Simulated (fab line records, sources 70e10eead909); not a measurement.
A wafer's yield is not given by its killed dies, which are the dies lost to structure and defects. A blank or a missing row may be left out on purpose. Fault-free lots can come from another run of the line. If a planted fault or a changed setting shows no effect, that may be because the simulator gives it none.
fab line records -- flow nandHarc -- part 1 of 2: steps 1 to 23 of 38
record: lots: 5, wafers: 15, lastDay: 24
route steps=1159 shown A_WL_FILL@813 A_CONTACT@840
lots that met no fault: from a run of the same line without faults
startH: the number of hours between the record's first day and the start of the first shown wafer of the lot -- waitH: time in hours since the lot's previous step -- " as in the row above -- L1.1+2: several wafers, shown together as one row -- - value missing, or start not given -- * or withheld: withheld -- < > ~ a bound
route shown NAME@n: names a module that has steps shown in the file, with the first one's number in the route -- usual: mean and standard deviation over wafers with no fault -- same: alike in all rows -- chamber/n: place in a boat -- sites: each site's reading -- _std_site: the values' standard deviation -- _edge_site: inner sites' mean taken away from outer sites' mean -- radiusMm: how far each site lies from the wafer's centre -- mask NAME#n: copy n -- behind: the most recent tool/chamber to have shaped the wafer -- hold: cause of the lot's hold/its duration in hours/its outcome -- device: names the non-switching transistor (n, p or np) -- end of line: at the end of the route, the tests of the same wafers -- where a step has no rows: the recipe by itself -- killed: the dies lost at the first sort to structure and to defects; this is not the yield of the wafer -- map: shows each die of a wafer: x if killed, . if not, _ if none is there
set.NAME: the setting as run; set.NAME@STEP: as run at that earlier step -- model.NAME: the simulator's own value behind a step, which no gauge read
a table for each step, a row for each wafer; lots at some steps of the route
services: a tool's chamber out of use, with start hour (startH, from the record's first day; less than 0 if before it), hours out, and reason
== steps ==
step: NHARC_A_WL_FILL_CVD_03
recipe: targetThkA: 400, tempC: 300, pressureTorr: 40, wf6FlowSccm: 40, h2FlowSccm: 1600, arFlowSccm: 1560, timeS: 3302, material: W
usual: heaterPowerW: 442/42, mfcArSccm: 1561/5.5, susceptorTempC: 299.99/0.16, throttleValvePct: 8.09/0.18
lot.wafer,tool,chamber,startH,waitH,heaterPowerW,mfcArSccm,susceptorTempC,throttleValvePct
L074.2,cvdW-02,0,337.17,3.0,427,1554,299.99,8.04
L074.3,cvdW-02,1,337.17,3.0,472,1570,300.06,8.32
L074.5,cvdW-02,0,339.07,4.9,430,1562,299.69,7.91
L087.3,cvdW-02,1,411.77,1.5,473,1565,300.02,8.21
L087.5,cvdW-02,0,411.77,1.5,428,1566,300.36,8.06
L087.6,cvdW-02,1,411.77,1.5,466,1565,299.86,8.19
L085.1,cvdW-01,0,413.10,2.6,380,1555,300.04,7.96
L085.4,cvdW-01,1,413.10,2.6,501,1564,300.07,7.97
L085.6,cvdW-01,1,413.10,2.6,506,1564,299.84,8.03
L089.1,cvdW-02,0,426.18,8.3,426,1566,299.83,7.80
L089.3,cvdW-02,0,426.18,8.3,425,1560,299.93,8.23
L089.6,cvdW-02,1,428.56,10.7,441,1555,299.94,8.01
L094.4,cvdW-02,0,465.08,3.5,423,1555,-,8.34
L094.3,cvdW-02,1,465.08,3.5,451,1555,-,8.17
L094.6,cvdW-02,0,465.08,3.5,431,1552,-,8.35
step: NHARC_A_WL_FILL_ETCHBACK_04
recipe: targetDepthA: 600, timeS: 120, chemistry: NF3
usual: drypumpMotorCurrentA: 5.6/0.6, oesProductAu: 1.000/0.0097
lot.wafer,tool,chamber,startH,waitH,drypumpMotorCurrentA,oesProductAu,rfHoursCounterH
L074.2,rieMetal-03,0,340.03,2.4,5.9,0.999,2.0
L074.3,rieMetal-03,0,340.03,2.4,5.9,1.000,-
L074.5,rieMetal-03,0,340.03,2.4,5.9,1.002,-
L087.3,rieMetal-02,1,413.77,1.5,5.6,0.999,-
L087.6,rieMetal-02,0,413.77,1.5,4.9,1.010,-
L087.5,rieMetal-02,1,413.77,1.5,5.7,1.009,-
L085.1,rieMetal-03,1,415.93,2.4,6.3,0.989,3.8
L085.4,rieMetal-03,1,415.93,2.4,6.3,0.986,-
L085.6,rieMetal-03,1,415.93,2.4,6.3,0.978,-
L089.1,rieMetal-02,0,429.56,2.9,4.9,1.016,0.7
L089.3,rieMetal-02,0,429.56,2.9,4.9,1.020,-
L089.6,rieMetal-02,0,429.56,2.9,4.9,1.022,-
L094.4,rieMetal-02,0,467.51,2.0,4.9,1.010,-
L094.3,rieMetal-02,1,467.51,2.0,5.6,1.003,-
L094.6,rieMetal-02,1,467.51,2.0,5.6,1.009,-
step: NHARC_A_WL_FILL_ETCHBACK_05
recipe: targetDepthA: 220, timeS: 60, tempC: 40, chemistry: Cl2/BCl3
usual: drypumpMotorCurrentA: 5.6/0.6, oesProductAu: 1.000/0.0092
lot.wafer,tool,chamber,startH,waitH,drypumpMotorCurrentA,oesProductAu,rfHoursCounterH
L074.2,rieMetal-02,1,340.28,0.2,5.7,0.992,4.1
L074.3,rieMetal-02,1,340.28,0.2,5.6,1.003,-
L074.5,rieMetal-02,1,340.28,0.2,5.6,0.999,-
L087.3,rieMetal-02,1,413.93,0.1,5.6,1.010,-
L087.5,rieMetal-02,1,413.93,0.1,5.6,1.010,-
L087.6,rieMetal-02,0,413.93,0.1,4.9,1.001,-
L085.1,rieMetal-03,1,416.37,0.4,6.3,0.984,4.1
L085.4,rieMetal-03,1,416.37,0.4,6.3,0.977,-
L085.6,rieMetal-03,1,416.37,0.4,6.3,0.990,-
L089.1,rieMetal-02,0,429.77,0.2,4.9,1.007,0.9
L089.3,rieMetal-02,0,429.77,0.2,4.9,1.020,-
L089.6,rieMetal-02,0,429.77,0.2,4.9,1.010,-
L094.4,rieMetal-02,0,467.71,0.2,4.9,1.009,-
L094.3,rieMetal-02,1,467.71,0.2,5.6,0.995,-
L094.6,rieMetal-02,1,467.71,0.2,5.6,0.997,-
step: NHARC_A_WL_FILL_STRIP_27
recipe: powerW: 1500, tempC: 250, timeS: 20, chemistry: N2/H2
usual: drypumpMotorCurrentA: 5.59/0.15, heaterPowerW: 327/31
lot.wafer,tool,chamber,startH,waitH,drypumpMotorCurrentA,heaterPowerW,rfHoursCounterH
L074.2,plasmaAsher-02,0,340.42,0.1,5.32,335,52
L074.3,plasmaAsher-02,1,340.42,0.1,5.76,345,-
L074.5,plasmaAsher-02,0,340.42,0.1,5.30,326,-
L087.3,plasmaAsher-01,0,414.09,0.1,5.63,331,-
L087.5,plasmaAsher-01,0,414.09,0.1,5.62,340,-
L087.6,plasmaAsher-01,1,414.09,0.1,5.65,281,-
L085.1,plasmaAsher-02,0,416.60,0.2,5.30,354,14
L085.4,plasmaAsher-02,1,416.60,0.2,5.77,354,-
L085.6,plasmaAsher-02,0,416.60,0.2,5.29,349,-
L089.1,plasmaAsher-01,0,429.91,0.1,5.64,337,54
L089.3,plasmaAsher-01,0,429.91,0.1,5.62,340,-
L089.6,plasmaAsher-01,0,429.91,0.1,5.61,352,-
L094.3,plasmaAsher-02,0,467.87,0.1,5.29,354,-
L094.4,plasmaAsher-02,1,467.87,0.1,5.73,350,-
L094.6,plasmaAsher-02,0,467.87,0.1,5.29,352,-
step: NHARC_A_WL_FILL_STRIP_28
recipe: timeS: 1200, tempC: 72.5, chemistry: postEtchResidueRemover
lot.wafer,tool,chamber,startH,waitH
L074.3+5+2,wetBench-03,"3,5,7",340.58,0.1
L087.3+5+6,wetBench-09,"0,2,4",414.22,0.1
L085.6+1+4,wetBench-05,"1,3,6",416.77,0.1
L089.1+6+3,wetBench-03,"6,7,1",430.10,0.2
L094.6+3+4,wetBench-05,"6,7,1",468.00,0.1
step: NHARC_A_WL_FILL_PRECLEAN_06
recipe: timeS: 300, chemistry: DIW
lot.wafer,tool,chamber,startH,waitH
L074.3+5+2,wetBench-03,"3,5,7",-,-
L087.3+5+6,wetBench-09,"0,2,4",-,-
L085.6+1+4,wetBench-05,"1,3,6",-,-
L089.1+6+3,wetBench-03,"6,7,1",-,-
L094.6+3+4,wetBench-05,"6,7,1",-,-
step: NHARC_A_WL_FILL_SRD_07
lot.wafer,tool,chamber,startH,waitH
L074.3+5+2,wetBench-03,"3,5,7",-,-
L087.3+5+6,wetBench-09,"0,2,4",-,-
L085.6+1+4,wetBench-05,"1,3,6",-,-
L089.1+6+3,wetBench-03,"6,7,1",-,-
L094.6+3+4,wetBench-05,"6,7,1",-,-
step: NHARC_A_WL_FILL_ANNEAL_08
recipe: tempC: 450, timeS: 1800
usual: spikeTcUpperC: 450.5/1.1
lot.wafer,tool,chamber,startH,waitH,spikeTcUpperC
L074.2,furnace-01,0,341.40,-,452.0
L074.3,furnace-01,0,341.40,-,451.7
L074.5,furnace-01,0,341.40,-,451.9
L085.1,furnace-04,0,418.07,-,449.1
L085.4,furnace-04,0,418.07,-,449.8
L085.6,furnace-04,0,418.07,-,450.5
L087.3,furnace-04,0,418.07,-,449.6
L087.5,furnace-04,0,418.07,-,448.5
L087.6,furnace-04,0,418.07,-,449.2
L089.1,furnace-01,0,433.64,-,449.9
L089.3,furnace-01,0,433.64,-,449.0
L089.6,furnace-01,0,433.64,-,450.6
L094.3,furnace-01,0,468.78,-,451.7
L094.4,furnace-01,0,468.78,-,450.5
L094.6,furnace-01,0,468.78,-,449.9
step: NHARC_A_WL_FILL_ALD_10
recipe: targetThkA: 500, pulseTimeS: 10, aldCycles: 500, tempC: 300, material: SiO2
usual: heaterPowerW: 484/59, precursorPulseHeightRel: 1.000/0.021, susceptorTempC: 300.01/0.18
lot.wafer,tool,chamber,startH,waitH,heaterPowerW,precursorPulseHeightRel,susceptorTempC
L074.3,aldHk-02,2,342.92,0.0,412,1.016,299.83
L074.2,aldHk-02,1,344.49,1.6,381,0.995,300.28
L074.5,aldHk-02,3,345.54,2.7,478,0.994,300.30
L085.4,aldHk-03,2,419.57,0.0,557,1.002,299.85
L085.1,aldHk-03,0,421.61,2.1,484,0.970,299.67
L085.6,aldHk-03,2,423.64,4.1,570,0.992,300.08
L087.3,aldHk-01,1,419.58,0.1,575,0.999,300.29
L087.5,aldHk-01,1,421.66,2.1,554,0.984,300.44
L087.6,aldHk-01,2,421.66,2.1,443,1.002,299.85
L089.1,aldHk-01,1,436.17,1.1,570,1.020,300.10
L089.3,aldHk-01,2,436.17,1.1,461,0.960,300.28
L089.6,aldHk-01,0,437.70,2.6,456,0.959,300.25
L094.3,aldHk-03,0,470.29,0.1,475,1.005,299.77
L094.4,aldHk-03,2,471.34,1.1,563,0.995,299.92
L094.6,aldHk-03,1,472.92,2.7,454,1.009,299.93
step: NHARC_A_WL_FILL_ETCHBACK_16
recipe: targetDepthA: 880, timeS: 17.6, c4f8FlowSccm: withheld, o2FlowSccm: 8, arFlowSccm: withheld, rfW: 600, biasW: 800, chemistry: C4F8/O2/Ar
usual: biasW: 799.9/2.4, oesProductAu: 0.99/0.03, rfVppV: 724/3.9
lot.wafer,tool,chamber,startH,waitH,biasW,oesProductAu,rfHoursCounterH,rfVppV
L074.3,rieDiel-10,0,-,-,801.3,0.98,4.0,726
L074.2,rieDiel-10,1,-,-,801.7,1.00,4.1,730
L074.5,rieDiel-10,1,-,-,799.5,1.00,-,730
L087.3,rieDiel-04,1,-,-,800.1,0.94,4.4,717
L087.6,rieDiel-04,2,-,-,801.8,0.92,-,731
L087.5,rieDiel-04,3,-,-,798.9,0.92,-,724
L085.1,rieDiel-05,0,-,-,801.8,0.93,4.7,725
L085.4,rieDiel-05,1,-,-,800.6,0.92,4.7,721
L085.6,rieDiel-05,0,-,-,796.9,0.93,-,728
L089.1,rieDiel-04,0,-,-,801.2,1.02,4.4,726
L089.3,rieDiel-04,2,-,-,800.6,1.02,4.9,729
L089.6,rieDiel-04,1,-,-,800.8,1.02,-,716
L094.3,rieDiel-10,3,-,-,801.6,0.99,2.6,727
L094.4,rieDiel-10,0,-,-,800.8,0.99,2.8,724
L094.6,rieDiel-10,1,-,-,798.6,0.99,-,730
step: NHARC_A_WL_FILL_STRIP_29
recipe: timeS: 20, o2FlowSccm: 500, arFlowSccm: 0, biasW: 0, chemistry: O2
usual: drypumpMotorCurrentA: 5.5/0.37, mfcArSccm: 0.011/0.0089, oesProductAu: 1.009/0.011, rfVppV: 57.8/0.81, showerheadPlenumPTorr: 3.56/0.14, throttleValvePct: 17.036/0.011
same: biasW: 0
lot.wafer,tool,chamber,startH,waitH,drypumpMotorCurrentA,mfcArSccm,oesProductAu,rfHoursCounterH,rfVppV,showerheadPlenumPTorr,throttleValvePct
L074.3,rieDiel-10,2,347.70,0.1,6.2,0.018,0.985,3.9,57.6,3.50,17.040
L074.2,rieDiel-10,3,347.70,0.1,5.4,0.013,0.987,3.7,58.1,3.68,17.046
L074.5,rieDiel-10,3,347.70,0.1,5.4,0.013,0.983,-,59.1,3.68,17.028
L087.3,rieDiel-04,2,424.35,0.1,5.7,0.025,1.018,4.6,58.3,3.76,17.043
L087.5,rieDiel-04,2,424.35,0.1,5.7,0.025,1.011,-,59.1,3.76,17.052
L087.6,rieDiel-04,3,424.35,0.1,5.3,0.010,1.008,-,58.1,3.51,17.032
L085.1,rieDiel-05,1,427.31,0.1,5.6,0.017,0.996,4.7,57.1,3.49,17.053
L085.4,rieDiel-05,3,427.31,0.1,5.4,0,1.009,5.1,57.9,3.53,17.030
L085.6,rieDiel-05,2,427.31,0.1,5.5,0.019,1.021,-,59.2,3.55,17.034
L089.1,rieDiel-04,3,439.86,0.1,5.3,0.010,1.001,4.6,57.4,3.51,17.045
L089.3,rieDiel-04,2,439.86,0.1,5.7,0.025,1.012,4.9,58.0,3.76,17.026
L089.6,rieDiel-04,3,439.86,0.1,5.3,0.010,1.009,-,57.1,3.51,17.022
L094.3,rieDiel-10,0,475.08,0.1,5.2,0,0.996,2.8,57.5,3.57,17.051
L094.4,rieDiel-10,1,475.08,0.1,4.9,0.007,0.990,2.6,58.8,3.75,17.026
L094.6,rieDiel-10,1,475.08,0.1,4.9,0.007,1.016,-,57.7,3.75,17.034
step: NHARC_A_WL_FILL_ETCHBACK_17
recipe: targetDepthA: 40, timeS: 26.7, chemistry: Cl2/BCl3
usual: drypumpMotorCurrentA: 5.7/0.57, oesProductAu: 1.000/0.011
lot.wafer,tool,chamber,startH,waitH,drypumpMotorCurrentA,oesProductAu,rfHoursCounterH
L074.2,rieMetal-01,0,347.79,-,5.0,1.003,0.2
L074.3,rieMetal-01,0,347.79,-,5.0,0.996,-
L074.5,rieMetal-01,0,347.79,-,4.9,1.005,-
L087.3,rieMetal-02,0,424.47,-,4.9,1.015,-
L087.6,rieMetal-02,0,424.47,-,4.9,1.024,-
L087.5,rieMetal-02,1,424.47,-,5.7,0.999,-
L085.1,rieMetal-01,0,427.42,-,4.9,0.989,2.8
L085.4,rieMetal-01,0,427.42,-,4.9,0.994,-
L085.6,rieMetal-01,0,427.42,-,5.0,0.991,-
L089.1,rieMetal-01,0,439.97,-,5.0,1.002,3.3
L089.3,rieMetal-01,0,439.97,-,4.9,0.990,-
L089.6,rieMetal-01,0,439.97,-,4.9,0.999,-
L094.3,rieMetal-01,0,475.21,-,5.0,0.997,-
L094.4,rieMetal-01,1,475.21,-,6.3,0.990,-
L094.6,rieMetal-01,1,475.21,-,6.3,0.984,-
step: NHARC_A_WL_FILL_PRECLEAN_18
recipe: timeS: 30, chemistry: dHF
lot.wafer,tool,chamber,startH,waitH
L074.3+5+2,wetBench-05,"4,6,7",347.98,0.1
L087.5+6+3,wetBench-03,"0,1,3",424.62,0.1
L085.6+1+4,wetBench-03,"7,1,4",427.58,0.1
L089.1+6+3,wetBench-03,"1,2,4",440.13,0.1
L094.4+6+3,wetBench-05,"7,0,3",475.36,0.1
step: NHARC_A_WL_FILL_SRD_21
lot.wafer,tool,chamber,startH,waitH
L074.3+5+2,wetBench-05,"4,6,7",348.01,0.0
L087.5+6+3,wetBench-03,"0,1,3",424.65,0.0
L085.6+1+4,wetBench-03,"7,1,4",427.61,0.0
L089.1+6+3,wetBench-03,"1,2,4",440.16,0.0
L094.4+6+3,wetBench-05,"7,0,3",475.38,0.0
step: NHARC_A_WL_FILL_CVD_23
recipe: targetThkA: 400, tempC: 620, pressureMtorr: 200, timeS: 800, material: poly-Si
usual: spikeTcUpperC: 619.8/1.1
lot.wafer,tool,chamber,startH,waitH,spikeTcUpperC
L074.2,lpcvdPoly-02,0,350.38,2.4,618.5
L074.3,lpcvdPoly-02,0,350.38,2.4,621.0
L074.5,lpcvdPoly-02,0,350.38,2.4,620.4
L087.3,lpcvdPoly-04,0,427.25,2.6,619.7
L087.5,lpcvdPoly-04,0,427.25,2.6,617.7
L087.6,lpcvdPoly-04,0,427.25,2.6,621.0
L085.1,lpcvdPoly-02,0,430.03,2.4,620.2
L085.4,lpcvdPoly-02,0,430.03,2.4,619.7
L085.6,lpcvdPoly-02,0,430.03,2.4,621.4
L089.1,lpcvdPoly-03,0,442.41,2.2,619.6
L089.3,lpcvdPoly-03,0,442.41,2.2,618.3
L089.6,lpcvdPoly-03,0,442.41,2.2,620.3
L094.3,lpcvdPoly-02,0,477.81,2.4,619.7
L094.4,lpcvdPoly-02,0,477.81,2.4,621.9
L094.6,lpcvdPoly-02,0,477.81,2.4,621.2
step: NHARC_A_WL_FILL_ETCHBACK_26
recipe: targetDepthA: 520, timeS: 13.3, hbrFlowSccm: 150, rfW: 350, icpW: 350, biasW: 60, chemistry: HBr
usual: biasW: 59.98/0.19, drypumpMotorCurrentA: 5.9/0.57, oesProductAu: 1.002/0.0092, throttleValvePct: 23.266/0.009
lot.wafer,tool,chamber,startH,waitH,biasW,drypumpMotorCurrentA,oesProductAu,rfHoursCounterH,throttleValvePct
L074.2,rieSi-03,2,352.91,0.4,59.88,6.4,1.009,0.2,23.263
L074.3,rieSi-03,3,352.91,0.4,60.05,5.6,1.005,0.1,23.274
L074.5,rieSi-03,2,352.91,0.4,59.73,6.4,1.020,-,23.252
L087.3,rieSi-05,3,429.89,0.4,60.10,6.0,1.009,0.0,23.276
L087.5,rieSi-05,0,429.89,0.4,59.90,4.9,1.004,-,23.248
L087.6,rieSi-05,1,429.89,0.4,59.75,6.2,0.995,-,23.260
L085.1,rieSi-04,1,432.65,0.4,59.95,4.9,0.998,1.1,23.268
L085.4,rieSi-04,0,432.65,0.4,60.05,6.7,1.007,0.9,23.259
L085.6,rieSi-04,1,432.65,0.4,60.14,4.9,1.006,-,23.258
L089.1,rieSi-04,3,445.03,0.4,60.06,5.8,1.016,0.9,23.258
L089.3,rieSi-04,0,445.03,0.4,59.84,6.6,1.007,1.0,23.266
L089.6,rieSi-04,0,445.03,0.4,59.79,6.6,1.000,-,23.264
L094.4,rieSi-03,2,480.43,0.4,59.73,6.4,1.006,1.2,23.266
L094.3,rieSi-03,3,480.43,0.4,60.36,5.6,1.002,1.1,23.263
L094.6,rieSi-03,2,480.43,0.4,59.91,6.4,1.005,-,23.276
step: NHARC_A_WL_FILL_PRECLEAN_30
recipe: timeS: 10, chemistry: dHF
lot.wafer,tool,chamber,startH,waitH
L074.2+5+3,wetBench-05,"6,7,0",353.04,0.1
L087.3+6+5,wetBench-05,"1,4,5",429.99,0.1
L085.4+1+6,wetBench-09,"2,3,6",432.80,0.1
L089.6+3+1,wetBench-09,"1,3,6",445.17,0.1
L094.4+3+6,wetBench-05,"7,1,3",480.56,0.1
step: NHARC_A_WL_FILL_SRD_14
lot.wafer,tool,chamber,startH,waitH
L074.2+5+3,wetBench-05,"6,7,0",353.06,0.0
L087.3+6+5,wetBench-05,"1,4,5",430.01,0.0
L085.4+1+6,wetBench-09,"2,3,6",432.82,0.0
L089.6+3+1,wetBench-09,"1,3,6",445.19,0.0
L094.4+3+6,wetBench-05,"7,1,3",480.58,0.0
step: NHARC_A_WL_FILL_ALD_19
recipe: targetThkA: 20, pulseTimeS: 3, aldCycles: 100, tempC: 450, material: TiN
usual: heaterPowerW: 1130/150, precursorPulseHeightRel: 1.002/0.019, susceptorTempC: 449.97/0.26
lot.wafer,tool,chamber,startH,waitH,heaterPowerW,precursorPulseHeightRel,susceptorTempC
L074.3,aldMetal-02,1,353.16,0.1,1290,0.996,450.51
L074.2,aldMetal-02,0,353.16,0.1,1058,0.996,449.79
L074.5,aldMetal-02,1,353.16,0.1,1276,1.006,450.20
L087.3,aldMetal-03,1,430.14,0.1,1138,0.990,-
L087.5,aldMetal-03,0,430.14,0.1,1065,1.004,-
L087.6,aldMetal-03,1,430.14,0.1,1124,1.000,-
L085.1,aldMetal-03,2,432.92,0.1,1027,0.980,450.36
L085.4,aldMetal-03,3,432.92,0.1,980,1.005,449.96
L085.6,aldMetal-03,3,432.92,0.1,929,1.011,449.85
L089.3,aldMetal-03,2,445.30,0.1,1035,1.006,450.02
L089.1,aldMetal-03,0,445.30,0.1,1101,0.991,449.65
L089.6,aldMetal-03,2,445.30,0.1,1021,0.990,450.33
L094.4,aldMetal-02,2,480.68,0.1,1153,0.991,450.27
L094.3,aldMetal-02,1,480.68,0.1,1296,0.987,450.23
L094.6,aldMetal-02,3,480.68,0.1,1076,0.983,449.57
step: NHARC_A_WL_FILL_CVD_20
recipe: targetThkA: 750, tempC: 300, pressureTorr: 40, wf6FlowSccm: 40, h2FlowSccm: 1600, arFlowSccm: 1560, timeS: 5064, material: W
usual: heaterPowerW: 446/43, mfcArSccm: 1561/3.9, susceptorTempC: 300.00/0.19, throttleValvePct: 8.09/0.18
lot.wafer,tool,chamber,startH,waitH,heaterPowerW,mfcArSccm,susceptorTempC,throttleValvePct
L074.2,cvdW-02,1,-,-,482,1556,300.27,8.14
L074.3,cvdW-02,0,-,-,430,1558,299.92,7.93
L074.5,cvdW-02,1,-,-,472,1560,300.41,8.38
L087.3,cvdW-01,0,-,-,366,1563,299.90,8.01
L087.5,cvdW-01,1,-,-,503,1563,299.97,8.19
L087.6,cvdW-01,0,-,-,383,1565,299.90,7.84
L085.1,cvdW-02,0,-,-,420,1553,-,8.21
L085.4,cvdW-02,1,-,-,438,1564,-,7.83
L085.6,cvdW-02,1,-,-,446,1562,-,7.72
L089.1,cvdW-02,0,-,-,425,1562,300.12,8.05
L089.3,cvdW-02,0,-,-,419,1559,300.15,8.18
L089.6,cvdW-02,0,-,-,420,1562,300.08,8.26
L094.3,cvdW-02,0,-,-,424,1565,300.01,8.25
L094.4,cvdW-02,1,-,-,458,1562,300.28,8.21
L094.6,cvdW-02,0,-,-,432,1569,300.09,8.31
step: NHARC_A_WL_FILL_CMP_12
recipe: tOverpolishS: 30, targetThkNm: 75
usual: motorCurrentA: 12.1/1.1, overpolishRunS: 29.999/0.009, padLifeWafers: 309/180, timeToEndpointS: 15.5/2.4
lot.wafer,tool,chamber,startH,waitH,motorCurrentA,overpolishRunS,padLifeWafers,timeToEndpointS
L074.3,cmp-04,3,359.28,2.9,12.8,29.998,366,15.0
L074.2,cmp-04,1,359.28,2.9,10.9,29.999,368,12.2
L074.5,cmp-04,0,359.28,2.9,11.0,30.002,-,11.6
L087.3,cmp-04,1,436.63,2.2,11.4,30.006,157,14.1
L087.5,cmp-04,0,436.63,2.2,11.1,29.992,-,15.7
L087.6,cmp-04,1,436.63,2.2,11.0,30.004,-,16.6
L085.1,cmp-02,3,442.95,3.6,11.7,30.003,80,16.2
L085.4,cmp-02,0,442.95,3.6,11.7,30.000,81,15.4
L085.6,cmp-02,1,442.95,3.6,10.3,29.997,-,19.8
L089.3,cmp-02,0,450.53,2.2,11.7,30.006,126,14.1
L089.1,cmp-02,3,450.53,2.2,11.5,29.998,129,16.5
L089.6,cmp-02,0,450.53,2.2,12.0,29.980,-,14.0
L094.4,cmp-04,2,488.09,2.2,11.2,30.014,421,18.1
L094.3,cmp-04,3,488.09,2.2,13.3,29.997,422,16.8
L094.6,cmp-04,1,488.09,2.2,11.5,29.987,-,14.1
step: NHARC_A_WL_FILL_SRD_31
lot.wafer,tool,chamber,startH,waitH
L074.2+5+3,wetBench-09,"3,7,0",359.60,0.0
L087.6+5+3,wetBench-05,"4,6,7",436.93,0.0
L085.6+1+4,wetBench-09,"7,2,3",443.23,0.0
L089.6+3+1,wetBench-09,"2,6,7",450.85,0.0
L094.6+4+3,wetBench-03,"2,3,5",488.39,0.0
step: NHARC_A_WL_FILL_INSPECT_15
usual: rawDefectCount: 369/120
lot.wafer,tool,chamber,startH,waitH,rawDefectCount
L074.2,defectInspect-02,-,359.76,0.1,455
L074.3,defectInspect-02,-,359.76,0.1,353
L074.5,defectInspect-02,-,359.76,0.1,375
L087.3,defectInspect-02,-,437.09,0.0,389
L087.5,defectInspect-02,-,437.09,0.0,317
L087.6,defectInspect-02,-,437.09,0.0,636
L085.1,defectInspect-02,-,443.39,0.0,436
L085.4,defectInspect-02,-,443.39,0.0,415
L085.6,defectInspect-02,-,443.39,0.0,444
L089.1,defectInspect-02,-,451.02,0.0,380
L089.3,defectInspect-02,-,451.02,0.0,278
L089.6,defectInspect-02,-,451.02,0.0,340
L094.3,defectInspect-02,-,488.55,0.0,383
L094.4,defectInspect-02,-,488.55,0.0,380
L094.6,defectInspect-02,-,488.55,0.0,369
